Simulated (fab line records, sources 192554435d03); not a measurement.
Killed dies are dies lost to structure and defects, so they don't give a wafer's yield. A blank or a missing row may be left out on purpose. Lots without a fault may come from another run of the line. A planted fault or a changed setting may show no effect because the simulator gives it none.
fab line records | flow n5_finfet
record lots=6 wafers=18 last_day=16
route steps=1938 shown TV_LITHO@1884 TV_OPEN@1887 PAD_METAL@1893 PASSIVATION@1897
lots that met no fault: from a run of the same line without faults
start_h: hours from the record's first day to the start of the lot's first wafer shown | wait_h: hours since the lot's step before | " the same as in the row above | L1.1+2: a row that stands for several wafers | - no value, or no start given | * or withheld: withheld | < > ~ a bound
route shown NAME@n: a module of which the file shows steps, and the number in the route of the first | usual: mean/standard deviation of fault-free wafers | same: alike in all rows | chamber/n: place in a boat | sites: the reading at each site | _std_site: their standard deviation | _edge_site: outer sites' mean less inner sites' | radius_mm: how far each site lies from the wafer's centre | mask NAME#n: copy n | behind: the tool/chamber that last shaped the wafer | hold: why the lot was held/for how many hours/how that ended | device: the transistor (n, p or np) that didn't switch | end of line: the same wafers' tests at the end of the route | a step without rows: its recipe alone | killed: dies lost to structure and defects at the first sort, not the wafer's yield | map: a wafer's dies, x killed, . not, _ none there
set.NAME: the setting as run; set.NAME@STEP: as run at that earlier step | model.NAME: the simulator's own value behind a step, which no gauge read
lots at some steps of the route; a table a step, a row a wafer
services: from which hour (start_h, from the record's first day; less than 0 if before it) a tool's chamber was out of use, for how many hours, and why
## steps
# step N5_PASSIVATION_OVL_MEAS_60
# recipe points_per_wafer=44
# usual TV_OVL=3/4.9
# columns lot.wafer tool chamber start_h wait_h TV_OVL[nm]
L256.2 overlay-02 0 278.15 0.0 8
L256.3 " 0 " " 12
L256.5 " 0 " " 1
L259.3 overlay-02 0 287.83 0.0 -4
L259.5 " 0 " " -1
L259.6 " 0 " " -1
L266.1 overlay-02 0 348.56 0.0 9
L266.3 " 0 " " 10
L266.5 " 0 " " 6
L269.2 overlay-02 0 352.53 0.0 8
L269.4 " 0 " " 3
L269.6 " 0 " " 1
L272.1 overlay-02 0 381.38 0.0 6
L272.3 " 0 " " 8
L272.5 " 0 " " 1
L273.1 overlay-01 0 381.77 0.0 3
L273.3 " 0 " " -3
L273.4 " 0 " " -1
# step N5_PASSIVATION_INSPECT_61
# recipe mode=adi inspect_instrument=macro
# usual raw_defect_count=1.9/1.4
# columns lot.wafer tool chamber start_h wait_h raw_defect_count
L256.2 defect_inspect-02 - 278.18 0.0 2
L256.3 " - " " 2
L256.5 " - " " 1
L259.3 defect_inspect-02 - 287.86 0.0 1
L259.5 " - " " 2
L259.6 " - " " 2
L266.1 defect_inspect-01 - 348.58 0.0 2
L266.3 " - " " 4
L266.5 " - " " 1
L269.2 defect_inspect-01 - 352.56 0.0 1
L269.4 " - " " 1
L269.6 " - " " 7
L272.1 defect_inspect-01 - 381.41 0.0 5
L272.3 " - " " 3
L272.5 " - " " 1
L273.1 defect_inspect-02 - 381.79 0.0 1
L273.3 " - " " 0
L273.4 " - " " 0
# step N5_PASSIVATION_DESCUM_12
# recipe chemistry=O2 time_s=7.9 source_power_w=50 bias_power_w=20 pressure_mtorr=20 rf_frequency_hz=2.712e+07 temp_c=40 o2_flow_sccm=225
# step N5_PASSIVATION_PASS_ETCH_74
# recipe chemistry=CF4/O2 target=SiNx target_depth_a=2200 time_s=110 ion_energy_ev=100 pressure_mtorr=40 source_w=535 bias_w=49 Ar_flow_sccm=100 cf4_flow_sccm=100 O2_flow_sccm=10
# usual drypump_motor_current_A=5.8/0.54 oes_product_au=0.78/0.092 rf_vpp_V=242/4 showerhead_plenum_p_Torr=2.24/0.075 throttle_valve_pct=16.00/0.22
# columns lot.wafer tool chamber start_h wait_h drypump_motor_current_A oes_product_au rf_hours_counter_h rf_vpp_V showerhead_plenum_p_Torr throttle_valve_pct
L256.2 rie_diel-02 1 278.58 0.0 5.6 0.94 28 241 2.32 16.04
L256.3 " 0 " " 5.2 0.71 185 236 2.27 16.42
L256.5 " 3 " " 5.5 0.73 - 239 2.28 16.28
L259.3 rie_diel-06 2 287.96 0.0 5.9 0.91 19 235 2.17 15.94
L259.5 " 2 " " 5.9 0.91 - 235 2.17 15.93
L259.6 " 1 " " 6.6 0.82 - 242 2.32 15.70
L266.1 rie_diel-05 2 349.28 0.0 5.0 0.68 246 239 2.25 16.46
L266.3 " 0 " " 6.2 0.97 4 245 2.34 15.83
L266.5 " 1 " " 5.7 0.79 - 247 2.22 16.03
L269.2 rie_diel-05 1 352.66 0.0 5.7 0.79 102 245 2.22 16.03
L269.4 " 3 " " 5.6 0.68 218 243 2.27 15.92
L269.6 " 1 " " 5.7 0.79 - 246 2.22 16.03
L272.1 rie_diel-06 1 381.67 0.0 6.6 0.79 96 242 2.31 15.73
L272.3 " 2 " " 5.9 0.86 45 237 2.16 15.97
L272.5 " 3 " " 6.5 0.69 - 248 2.27 15.96
L273.1 rie_diel-06 1 382.25 0.0 6.5 0.79 96 242 2.31 15.75
L273.3 " 2 " " 5.9 0.86 45 235 2.16 15.98
L273.4 " 3 " " 6.5 0.68 217 248 2.27 15.96
# step N5_PASSIVATION_VIA_ETCH_13
# recipe chemistry=CHF3/O2 target=SiO2 target_depth_a=6600 CHF3_flow_sccm=50 O2_flow_sccm=5 Ar_flow_sccm=200 time_s=330 mask_material=PR pressure_mtorr=30 source_w=650 bias_w=170 ion_energy_ev=200 ends=cleared
# step N5_PASSIVATION_STRIP_14
# recipe chemistry=O2 power_w=600 temp_c=60 pressure_mtorr=30 rf_frequency_hz=6e+07 bias_power_w=0 overash_fraction=0.5 o2_flow_sccm=225
# step N5_PASSIVATION_ETCH_15
# recipe chemistry=CF4/N2 target=SiCN target_depth_a=750 taper_deg=2 time_s=81.2 ion_energy_ev=150 mask_material=SiNx pressure_mtorr=40 source_w=430 bias_w=70 Ar_flow_sccm=100 cf4_flow_sccm=60 n2_flow_sccm=60
# step N5_PASSIVATION_STRIP_73
# recipe chemistry=post_etch_residue_remover time_s=60 temp_c=25 remover_ph=withheld remover_water_wt_pct=withheld remover_fluoride_wt_pct=withheld
# step N5_PASSIVATION_SRD_17
# recipe time_s=30 temp_c=23 rinse_liquid=diw dry=n2_spin spin_rpm=1500 dry_time_s=30
# step N5_PASSIVATION_DEGAS_18
# recipe ambient=vacuum temp_c=300 time_s=60
# step N5_PASSIVATION_PRE_CLEAN_19
# recipe gas=H2/He time_s=* temp_c=*
# step N5_PASSIVATION_SPUTTER_20
# recipe material=TaN target_thk_a=500 temp_c=25 chamber_pressure_pa=0.4
# step N5_PASSIVATION_AL_DEP_21
# recipe material=Al target_thk_a=28000 temp_c=400 time_s=170 power_w=30000 chamber_pressure_pa=0.4 gas=Ar
# usual susceptor_temp_C=400.00/0.23 throttle_valve_pct=30.3/1.2
# columns lot.wafer tool chamber start_h wait_h susceptor_temp_C throttle_valve_pct model.Al_of_PASSIVATION_AL_DEP_21.thk_nm
L256.2 pvd_sputter-02 - 279.39 0.1 400.14 29.9 2799
L256.3 " - " " 400.12 31.4 2799
L256.5 " - " " 399.74 31.3 2772
L259.3 pvd_sputter-01 - 289.03 0.1 400.17 29.1 2794
L259.5 " - " " 400.27 31.3 2828
L259.6 " - " " 400.04 31.2 2821
L266.1 pvd_sputter-01 - 349.97 0.1 400.58 28.9 3006
L266.3 " - " " 399.92 31.2 2795
L266.5 " - " " 399.99 31.2 2809
L269.2 pvd_sputter-01 - 353.35 0.1 399.77 29.2 2763
L269.4 " - " " 400.04 30.1 3015
L269.6 " - " " 400.01 29.8 2793
L272.1 pvd_sputter-02 - 382.50 0.1 399.78 27.7 2806
L272.3 " - " " 400.16 31.2 2792
L272.5 " - " " 400.12 29.8 2807
L273.1 pvd_sputter-03 - 385.05 0.1 400.19 29.9 2769
L273.3 " - " " 400.09 32.4 2793
L273.4 " - " " 399.79 28.4 2777
# step N5_PASSIVATION_HMDS_23
# recipe time_s=60 temp_c=120
# step N5_PASSIVATION_COAT_24
# recipe spin_rpm=3000 resist_thk_nm=withheld
# step N5_PASSIVATION_EBR_26
# recipe solvent=PGMEA ebr_width_mm=1.5
# step N5_PASSIVATION_SOFTBAKE_25
# recipe temp_c=100 time_s=90
# step N5_PASSIVATION_EXPOSE_27
# recipe mask_id=PAD na=0.55 source_shape=conventional sigma_outer=0.8 polarization=unpolarized defocus_nm=0 dose_mj=32.3
# step N5_PASSIVATION_PEB_28
# recipe peb_temp_c=withheld peb_time_s=*
# step N5_PASSIVATION_DEVELOP_29
# recipe develop_time_s=60 rinse_liquid=diw dry=air_spin dev_temp_c=21
# step N5_PASSIVATION_HARDBAKE_31
# recipe temp_c=130 time_s=120
# step N5_PASSIVATION_CD_MEAS_30
# recipe target_cd_nm=4000 landing_energy_ev=500 detector=se_inlens polarity=opening
# usual cd_nm=3998.8/1.8
# columns lot.wafer tool chamber start_h wait_h cd_nm
L256.2 cd_sem-03 0 279.99 - 3997.0
L256.3 " 0 " " 3997.7
L256.5 " 0 " " 3999.7
L259.3 cd_sem-01 0 289.63 - 4000.3
L259.5 " 0 " " 4000.4
L259.6 " 0 " " 3998.2
L266.1 cd_sem-01 0 350.44 - 3997.7
L266.3 " 0 " " 3999.6
L266.5 " 0 " " 3997.3
L269.2 cd_sem-02 0 353.82 - 4001.1
L269.4 " 0 " " 4000.3
L269.6 " 0 " " 4001.0
L272.1 cd_sem-02 0 383.10 - 3999.1
L272.3 " 0 " " 4000.7
L272.5 " 0 " " 3998.7
L273.1 cd_sem-03 0 385.65 - 3996.0
L273.3 " 0 " " 3993.4
L273.4 " 0 " " 3994.7
# step N5_PASSIVATION_OVL_MEAS_63
# recipe points_per_wafer=44
# usual PAD_OVL=2/5.9
# columns lot.wafer tool chamber start_h wait_h PAD_OVL[nm]
L256.2 overlay-01 0 280.02 0.0 14
L256.3 " 0 " " 9
L256.5 " 0 " " 1
L259.3 overlay-02 0 289.66 0.0 1
L259.5 " 0 " " 0
L259.6 " 0 " " 7
L266.1 overlay-02 0 350.48 0.0 11
L266.3 " 0 " " 14
L266.5 " 0 " " 2
L269.2 overlay-01 0 353.85 0.0 5
L269.4 " 0 " " 5
L269.6 " 0 " " 5
L272.1 overlay-01 0 383.13 0.0 -6
L272.3 " 0 " " -10
L272.5 " 0 " " -12
L273.1 overlay-01 0 385.68 0.0 2
L273.3 " 0 " " 5
L273.4 " 0 " " 5
# step N5_PASSIVATION_INSPECT_64
# recipe mode=adi inspect_instrument=macro
# usual raw_defect_count=2.0/1.5
# columns lot.wafer tool chamber start_h wait_h raw_defect_count
L256.2 defect_inspect-02 - 280.04 0.0 2
L256.3 " - " " 1
L256.5 " - " " 1
L259.3 defect_inspect-02 - 289.68 0.0 4
L259.5 " - " " 0
L259.6 " - " " 0
L266.1 defect_inspect-01 - 350.50 0.0 3
L266.3 " - " " 0
L266.5 " - " " 2
L269.2 defect_inspect-01 - 353.87 0.0 2
L269.4 " - " " 5
L269.6 " - " " 2
L272.1 defect_inspect-01 - 383.15 0.0 1
L272.3 " - " " 1
L272.5 " - " " 2
L273.1 defect_inspect-02 - 385.70 0.0 4
L273.3 " - " " 4
L273.4 " - " " 3
# step N5_PASSIVATION_DESCUM_32
# recipe chemistry=O2 time_s=7.9 source_power_w=50 bias_power_w=20 pressure_mtorr=20 rf_frequency_hz=2.712e+07 temp_c=40 o2_flow_sccm=225
# step N5_PASSIVATION_AL_ETCH_33
# recipe chemistry=Cl2/BCl3 target_depth_a=28000 over_etch_frac=0.15 Cl2_flow_sccm=180 bcl3_flow_sccm=60 target=Al stop_on=TaN time_s=466.7 ion_energy_ev=100 pressure_mtorr=10 icp_w=900 bias_w=100
# usual drypump_motor_current_A=5.7/0.47 oes_product_au=0.74/0.038 throttle_valve_pct=34.44/0.27
# columns lot.wafer tool chamber start_h wait_h drypump_motor_current_A oes_product_au rf_hours_counter_h throttle_valve_pct
L256.2 rie_metal-01 0 280.16 0.1 5.3 0.81 10 34.22
L256.3 " 0 " " 5.3 0.81 - 34.23
L256.5 " 0 " " 5.3 0.80 - 34.25
L259.3 rie_metal-02 1 290.04 0.2 6.2 0.76 - 34.93
L259.5 " 1 " " 6.2 0.77 - 34.93
L259.6 " 0 " " 6.0 0.75 - 34.48
L266.1 rie_metal-03 0 350.62 0.1 5.5 0.79 24 33.98
L266.3 " 1 " " 5.0 0.75 - 34.37
L266.5 " 1 " " 4.9 0.75 - 34.35
L269.2 rie_metal-01 0 355.02 0.1 5.3 0.78 15 34.29
L269.4 " 0 " " 5.3 0.82 - 34.10
L269.6 " 0 " " 5.3 0.78 - 34.25
L272.1 rie_metal-03 1 383.54 0.1 4.9 0.74 22 34.37
L272.3 " 0 " " 5.4 0.74 - 34.14
L272.5 " 0 " " 5.4 0.74 - 34.13
L273.1 rie_metal-02 0 385.93 0.1 6.0 0.72 31 34.52
L273.3 " 0 " " 6.0 0.73 - 34.50
L273.4 " 1 " " 6.2 0.73 - 34.95
# step N5_PASSIVATION_ETCH_59
# recipe chemistry=Cl2/BCl3 target=TaN target_depth_a=650 time_s=34.9 ion_energy_ev=100 pressure_mtorr=10 icp_w=900 bias_w=100 Cl2_flow_sccm=60 bcl3_flow_sccm=30
# usual drypump_motor_current_A=5.7/0.48 oes_product_au=0.83/0.04 throttle_valve_pct=21.16/0.18
# columns lot.wafer tool chamber start_h wait_h drypump_motor_current_A oes_product_au rf_hours_counter_h throttle_valve_pct
L256.2 rie_metal-01 0 280.56 0.3 5.3 0.90 10 21.06
L256.3 " 0 " " 5.3 0.90 - 21.05
L256.5 " 0 " " 5.3 0.90 - 21.05
L259.3 rie_metal-02 1 290.33 0.2 6.2 0.85 - 21.46
L259.5 " 1 " " 6.2 0.85 - 21.46
L259.6 " 0 " " 6.1 0.83 - 21.29
L266.1 rie_metal-03 0 351.02 0.3 5.4 0.83 24 20.89
L266.3 " 1 " " 4.9 0.84 - 21.09
L266.5 " 1 " " 4.9 0.85 - 21.07
L269.2 rie_metal-01 0 355.42 0.3 5.3 0.88 16 21.06
L269.4 " 0 " " 5.3 0.88 - 21.05
L269.6 " 0 " " 5.3 0.88 - 21.08
L272.1 rie_metal-03 1 383.94 0.3 5.0 0.83 22 21.13
L272.3 " 0 " " 5.4 0.81 - 20.93
L272.5 " 0 " " 5.4 0.82 - 20.91
L273.1 rie_metal-02 0 386.33 0.3 6.0 0.81 32 21.29
L273.3 " 0 " " 6.1 0.80 - 21.30
L273.4 " 1 " " 6.2 0.83 - 21.45
# step N5_PASSIVATION_STRIP_34
# recipe chemistry=O2 power_w=600 temp_c=60 pressure_mtorr=30 rf_frequency_hz=6e+07 bias_power_w=0 overash_fraction=2 o2_flow_sccm=225
# usual drypump_motor_current_A=5.8/0.37 o2_flow_sccm=225.0/0.73 oes_product_au=0.77/0.082 rf_vpp_V=3.7/1.5 showerhead_plenum_p_Torr=2.11/0.049 throttle_valve_pct=16.66/0.26
# same bias_power_w=0
# columns lot.wafer tool chamber start_h wait_h drypump_motor_current_A o2_flow_sccm oes_product_au rf_hours_counter_h rf_vpp_V showerhead_plenum_p_Torr throttle_valve_pct
L256.2 rie_diel-03 3 280.68 0.1 6.0 225.2 0.91 24 3.5 2.16 16.42
L256.3 " 2 " " 5.2 224.9 0.74 201 3.7 2.08 16.63
L256.5 " 1 " " 5.3 225.1 0.74 - 5.9 2.09 16.50
L259.3 rie_diel-04 0 290.44 0.1 6.1 225.0 0.71 212 5.1 2.09 17.04
L259.5 " 2 " " 6.1 225.1 0.91 - 1.9 2.07 16.27
L259.6 " 3 " " 5.9 225.6 0.69 - 2.8 2.16 16.84
L266.1 rie_diel-03 0 351.14 0.1 5.3 224.7 0.73 165 4.4 2.19 16.59
L266.3 " 3 " " 5.9 224.0 0.86 51 2.9 2.15 16.50
L266.5 " 1 " " 5.4 224.9 0.70 - 3.7 2.08 16.53
L269.2 rie_diel-04 2 355.82 0.4 6.1 224.9 0.87 52 5.0 2.06 16.37
L269.4 " 1 " " 6.0 225.0 0.78 110 3.3 2.11 16.89
L269.6 " 1 " " 6.0 224.1 0.77 - 3.0 2.11 16.88
L272.1 rie_diel-03 0 384.06 0.1 5.3 225.2 0.73 183 2.1 2.18 16.62
L272.3 " 3 " " 5.9 224.9 0.84 68 2.7 2.15 16.52
L272.5 " 0 " " 5.3 224.7 0.73 - 3.9 2.18 16.65
L273.1 rie_diel-04 1 386.46 0.1 6.0 226.1 0.74 127 5.9 2.10 16.99
L273.3 " 2 " " 6.1 226.0 0.82 - 2.1 2.05 16.36
L273.4 " 1 " " 6.0 225.2 0.76 - 3.7 2.10 16.92
# step N5_PASSIVATION_STRIP_51
# recipe chemistry=post_etch_residue_remover time_s=1200 temp_c=72.5
# step N5_PASSIVATION_CLEAN_69
# recipe chemistry=IPA time_s=180 temp_c=25
# step N5_PASSIVATION_SRD_70
# recipe dry=ipa_marangoni time_s=30 temp_c=23 rinse_liquid=diw
# step N5_PASSIVATION_PECVD_53
# recipe material=SiO2 target_thk_a=8000 temp_c=400 precursor=TEOS/O2 pressure_torr=6.5 rf_w=withheld teos_flow_sccm=withheld gas=O2 flow_sccm=2650 time_s=169.4
# step N5_PASSIVATION_PECVD_35
# recipe material=SiNx target_thk_a=7000 temp_c=400 precursor=SiH4/NH3/N2 pressure_torr=4.9 rf_w=1406 time_s=151.3
# usual heater_power_w=396/140 showerhead_plenum_p_Torr=8.71/0.074 susceptor_temp_C=399.99/0.2 throttle_valve_pct=29.1/1.2
# columns lot.wafer tool chamber start_h wait_h heater_power_w showerhead_plenum_p_Torr susceptor_temp_C throttle_valve_pct
L256.2 pecvd-02 2 281.29 0.1 284 8.72 399.82 28.2
L256.3 " 1 " " 341 8.70 399.81 29.7
L256.5 " 2 " " 161 8.67 399.89 28.1
L259.3 pecvd-04 1 291.11 0.1 558 8.63 400.21 30.8
L259.5 " 0 " " 422 8.70 399.78 28.0
L259.6 " 2 " " 532 8.76 400.02 27.3
L266.1 pecvd-04 2 352.16 0.1 404 8.75 399.96 27.1
L266.3 " 0 " " 553 8.69 400.13 27.8
L266.5 " 0 " " 579 8.68 400.06 28.1
L269.2 pecvd-04 2 356.43 0.1 427 8.75 399.86 27.5
L269.4 " 2 " " 484 8.76 399.92 27.6
L269.6 " 1 " " 412 8.68 399.66 30.9
L272.1 pecvd-03 0 384.67 0.1 207 8.52 399.88 30.2
L272.3 " 1 " " 518 8.73 400.25 30.2
L272.5 " 2 " " 247 8.62 400.17 30.9
L273.1 pecvd-04 1 387.10 0.1 593 8.63 400.21 30.8
L273.3 " 2 " " 425 8.78 400.01 27.9
L273.4 " 0 " " 559 8.69 400.11 28.2
# step N5_PASSIVATION_HMDS_37
# recipe time_s=60 temp_c=120
# step N5_PASSIVATION_COAT_38
# recipe spin_rpm=3000 resist_thk_nm=withheld
# step N5_PASSIVATION_EBR_40
# recipe solvent=PGMEA ebr_width_mm=1.5
# step N5_PASSIVATION_SOFTBAKE_39
# recipe temp_c=110 time_s=120
# step N5_PASSIVATION_EXPOSE_41
# recipe mask_id=PASS_OPEN na=0.55 defocus_nm=0 source_shape=conventional sigma_outer=0.8 polarization=unpolarized target_cd_nm=40000 dose_mj=57.25
# step N5_PASSIVATION_PEB_42
# recipe peb_temp_c=withheld peb_time_s=*
# step N5_PASSIVATION_DEVELOP_43
# recipe develop_time_s=60 rinse_liquid=diw dry=air_spin dev_temp_c=21
# step N5_PASSIVATION_HARDBAKE_45
# recipe temp_c=130 time_s=120
# step N5_PASSIVATION_CD_MEAS_44
# recipe target_cd_nm=40000 landing_energy_ev=500 detector=se_inlens
# usual cd_nm=40001/4
# columns lot.wafer tool chamber start_h wait_h cd_nm
L256.2 cd_sem-01 0 281.72 - 40004
L256.3 " 0 " " 39999
L256.5 " 0 " " 39998
L259.3 cd_sem-02 0 291.67 - 39998
L259.5 " 0 " " 39997
L259.6 " 0 " " 40002
L266.1 cd_sem-01 0 352.59 - 40001
L266.3 " 0 " " 39998
L266.5 " 0 " " 40002
L269.2 cd_sem-02 0 356.86 - 40007
L269.4 " 0 " " 40005
L269.6 " 0 " " 40002
L272.1 cd_sem-03 0 385.10 - 40003
L272.3 " 0 " " 40006
L272.5 " 0 " " 40005
L273.1 cd_sem-02 0 387.53 - 40001
L273.3 " 0 " " 39998
L273.4 " 0 " " 40002
# step N5_PASSIVATION_STRIP_52
# recipe chemistry=post_etch_residue_remover time_s=1200 temp_c=72.5
# usual bath_guard_temp_C=72.5/0.48
# columns lot.wafer tool chamber start_h wait_h bath_guard_temp_C model.Al_of_PASSIVATION_AL_DEP_21.thk_nm
L256.2 wet_bench-06 5 282.43 - 72.3 2784
L256.3 " 2 " " 73.0 2784
L256.5 " 6 " " 72.4 2757
L259.3 wet_bench-03 3 292.37 - 72.1 2779
L259.5 " 6 " " 72.5 2813
L259.6 " 7 " " 72.3 2806
L266.1 wet_bench-03 7 353.58 - 72.1 2991
L266.3 " 1 " " 72.3 2779
L266.5 " 2 " " 72.7 2793
L269.2 wet_bench-05 4 359.57 - 72.3 2748
L269.4 " 6 " " 71.9 3000
L269.6 " 0 " " 73.2 2777
L272.1 wet_bench-05 5 385.87 - 72.5 2791
L272.3 " 4 " " 71.9 2776
L272.5 " 2 " " 73.1 2792
L273.1 wet_bench-03 7 388.86 - 71.9 2753
L273.3 " 1 " " 72.4 2778
L273.4 " 0 " " 73.3 2761
# step N5_PASSIVATION_PROBE_49
# usual defect_limited_yield=91.4/1.4 killed_at_M0_to_M3=31/10 killed_at_M4_up=14/5.6 killed_at_contacts=13/6.3 killed_at_front_end=39/10 killed_at_other=4/3.1 killed_dies=101/16 killed_open=65/13 killed_short=34/7.2 sort_bin_5_function=5.1/0.88 sort_bin_6_memory=3.2/0.66 sort_n_pass=1079/16 sort_yield_pct=91.4/1.4
# same gross_dies=1180 killed_at_back_side=0 sort_bin_4_leakage[%]=0 sort_bin_8_speed[%]=0
# columns lot.wafer tool chamber start_h wait_h defect_limited_yield[%] killed_at_M0_to_M3 killed_at_M4_up killed_at_contacts killed_at_front_end killed_at_other killed_dies killed_open killed_short sort_bin_5_function[%] sort_bin_6_memory[%] sort_n_pass sort_yield_pct[%]
L266.1 prober-02 - 356.01 0.0 88.8 48 22 11 46 5 132 81 41 6.3 4.6 1048 88.8
L269.4 prober-02 - 362.14 0.2 93.3 22 8 17 25 7 79 53 20 4.1 2.4 1101 93.3
# killed by level:class
L266.1 BEOL_M0_SAQP:geometric_particle:open=17 BEOL_M0_SAQP:geometric_particle:short=11 BEOL_M4:geometric_particle:open=10 FIN_SAQP:geometric_particle:open=9 MOL_CONTACT_COAG:geometric_particle:open=8 BEOL_M2:geometric_particle:open=8 DUMMY_GATE:geometric_particle:open=7 GATE_CUT:geometric_particle:short=5
L269.4 MOL_CONTACT_COAG:geometric_particle:open=14 BEOL_M0:geometric_particle:open=7 BEOL_M0_SAQP:geometric_particle:short=6 BEOL_M2:geometric_particle:open=6 FIN_SAQP:geometric_particle:short=4 BEOL_M4:geometric_particle:open=4 PASSIVATION:area_etch=4 STI_FIN_REVEAL:geometric_particle:open=3
## services
# columns tool chamber start_h hours kind
pecvd-03 - 258.70 26.5 repair
wet_bench-03 - 268.25 4.6 repair
rie_diel-04 1 287.30 4.7 repair
rie_diel-06 2 290.72 8.7 repair
rie_diel-03 3 291.56 6.8 repair
rie_diel-03 - 293.56 1.1 repair
rie_diel-03 0 296.71 5.3 repair
rie_diel-05 0 302.92 10.6 repair
rie_diel-04 - 308.37 4.3 pm
rie_diel-06 1 313.56 3.6 repair
rie_diel-04 3 321.46 9.9 repair
rie_diel-06 - 324.61 2.8 pm
rie_diel-06 0 339.69 7.4 repair
rie_diel-05 2 353.39 15.3 repair
rie_metal-02 1 356.58 8.9 repair
rie_metal-01 0 359.15 20.8 repair
rie_diel-04 0 360.70 5.8 repair
rie_metal-03 1 363.93 2.0 repair
rie_metal-02 - 364.80 8.8 repair
rie_diel-04 3 368.33 39.2 repair
rie_diel-03 1 380.94 2.6 repair
rie_diel-05 - 381.65 2.8 pm
rie_diel-04 1 381.81 1.8 repair
rie_diel-06 2 385.88 2.4 repair
## key
first_sign none at tools or gauges
model_effect step=N5_PASSIVATION_AL_DEP_21 value=Al_of_PASSIVATION_AL_DEP_21.thk_nm without=2778 struck=3010
model_effect step=N5_PASSIVATION_STRIP_52 value=Al_of_PASSIVATION_AL_DEP_21.thk_nm without=2762 struck=2995
met_at N5_PASSIVATION_AL_DEP_21
struck_wafers L266.1,L269.4
onset_between 289.03 349.97
fault kind=process_parameter_drift tool=pvd_sputter-01 chamber=- onset_h=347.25 steps=N5_PASSIVATION_AL_DEP_21 channel=time_s offset=* shape=step end_h=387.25 scope=struck_wafers_only acts_in=* stated=*
